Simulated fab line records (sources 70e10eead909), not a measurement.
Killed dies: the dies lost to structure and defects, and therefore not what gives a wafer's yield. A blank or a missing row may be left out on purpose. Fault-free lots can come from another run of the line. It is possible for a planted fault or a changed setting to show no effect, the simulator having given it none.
Chamber matching :: flow nandHarc :: pecvd-03 running NHARC_A_ONON_D1_DEP_33: 3 sister chambers
The step deposits SiO2, target thk 200 nm. 16 wafers are shown with their chamber, then 8 later ones without.

## EACH WAFER AND ITS CHAMBER
wafer: L873.1
chamber: 2
throttleValvePct (%): 15.7
heaterPowerW (W): 669
mfcPrecursorSccm (sccm): 161.2

wafer: L873.2
chamber: 0
throttleValvePct (%): 16.2
heaterPowerW (W): 596
mfcPrecursorSccm (sccm): 162.2

wafer: L873.3
chamber: 1
throttleValvePct (%): 16.0
heaterPowerW (W): 529
mfcPrecursorSccm (sccm): 161.7

wafer: L877.1
chamber: 0
throttleValvePct (%): 16.2
heaterPowerW (W): 603
mfcPrecursorSccm (sccm): 160.5

wafer: L877.2
chamber: 1
throttleValvePct (%): 16.0
heaterPowerW (W): 612
mfcPrecursorSccm (sccm): 162.1

wafer: L877.6
chamber: 1
throttleValvePct (%): 15.9
heaterPowerW (W): 648
mfcPrecursorSccm (sccm): 161.0

wafer: L880.1
chamber: 1
throttleValvePct (%): 16.1
heaterPowerW (W): 604
mfcPrecursorSccm (sccm): 161.5

wafer: L880.3
chamber: 0
throttleValvePct (%): 16.1
heaterPowerW (W): 619
mfcPrecursorSccm (sccm): 161.3

wafer: L880.5
chamber: 0
throttleValvePct (%): 16.1
heaterPowerW (W): 640
mfcPrecursorSccm (sccm): 161.0

wafer: L878.1
chamber: 0
throttleValvePct (%): 16.1
heaterPowerW (W): 501
mfcPrecursorSccm (sccm): 160.9

wafer: L878.3
chamber: 2
throttleValvePct (%): 15.8
heaterPowerW (W): 631
mfcPrecursorSccm (sccm): 162.2

wafer: L878.4
chamber: 0
throttleValvePct (%): 16.2
heaterPowerW (W): 511
mfcPrecursorSccm (sccm): 161.7

wafer: L883.1
chamber: 0
throttleValvePct (%): 16.6
heaterPowerW (W): 602
mfcPrecursorSccm (sccm): 161.4

wafer: L883.3
chamber: 2
throttleValvePct (%): 16.0
heaterPowerW (W): 682
mfcPrecursorSccm (sccm): 161.9

wafer: L883.4
chamber: 1
throttleValvePct (%): 16.3
heaterPowerW (W): 650
mfcPrecursorSccm (sccm): 160.6

wafer: L887.3
chamber: 0
throttleValvePct (%): 16.6
heaterPowerW (W): 622
mfcPrecursorSccm (sccm): 162.7

SIGNATURES (means of the wafers above)
reading: throttleValvePct
chamber 0: 16.262
chamber 1: 16.060
chamber 2: 15.833
scatter within a chamber: 0.188

reading: heaterPowerW
chamber 0: 586.75
chamber 1: 608.60
chamber 2: 660.67
scatter within a chamber: 47.9

reading: mfcPrecursorSccm
chamber 0: 161.463
chamber 1: 161.380
chamber 2: 161.767
scatter within a chamber: 0.652
Rule: distance of a wafer from a chamber = root of the sum over the readings of ((wafer's reading minus chamber's mean) / reading's scatter) squared. The wafer belongs to the nearest chamber; if the next one is less than 2 further off, it can't be placed. The scatter: the root of (the sum of the squares of (reading less its chamber's mean) over the shown wafers, divided by (wafers less chambers)).

## WAFERS WITH NO CHAMBER GIVEN
wafer: L887.5
throttleValvePct (%): 16.2
heaterPowerW (W): 623
mfcPrecursorSccm (sccm): 161.9

wafer: L887.6
throttleValvePct (%): 16.0
heaterPowerW (W): 675
mfcPrecursorSccm (sccm): 161.0

wafer: L884.3
throttleValvePct (%): 16.1
heaterPowerW (W): 656
mfcPrecursorSccm (sccm): 160.9

wafer: L884.4
throttleValvePct (%): 16.0
heaterPowerW (W): 596
mfcPrecursorSccm (sccm): 161.4

wafer: L884.6
throttleValvePct (%): 16.4
heaterPowerW (W): 505
mfcPrecursorSccm (sccm): 160.9

wafer: L895.1
throttleValvePct (%): 16.0
heaterPowerW (W): 678
mfcPrecursorSccm (sccm): 162.0

wafer: L895.2
throttleValvePct (%): 16.3
heaterPowerW (W): 584
mfcPrecursorSccm (sccm): 160.9

wafer: L895.5
throttleValvePct (%): 16.2
heaterPowerW (W): 591
mfcPrecursorSccm (sccm): 161.7

## WHICH CHAMBER EACH ONE RAN IN
wafer: L887.5
from the rows above: can't be placed: 0 or 1 or 2
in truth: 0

wafer: L887.6
from the rows above: can't be placed: 2 or 1 or 0
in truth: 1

wafer: L884.3
from the rows above: can't be placed: 1 or 0 or 2
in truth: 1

wafer: L884.4
from the rows above: can't be placed: 1 or 0 or 2
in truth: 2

wafer: L884.6
from the rows above: can't be placed: 0 or 1
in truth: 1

wafer: L895.1
from the rows above: can't be placed: 2 or 1 or 0
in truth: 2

wafer: L895.2
from the rows above: can't be placed: 0 or 1
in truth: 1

wafer: L895.5
from the rows above: can't be placed: 0 or 1 or 2
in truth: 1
0 of 8 placed correctly. Unplaceable from these rows: 8, with the true chamber sitting among the candidates in 8. Number placed wrongly: 0.
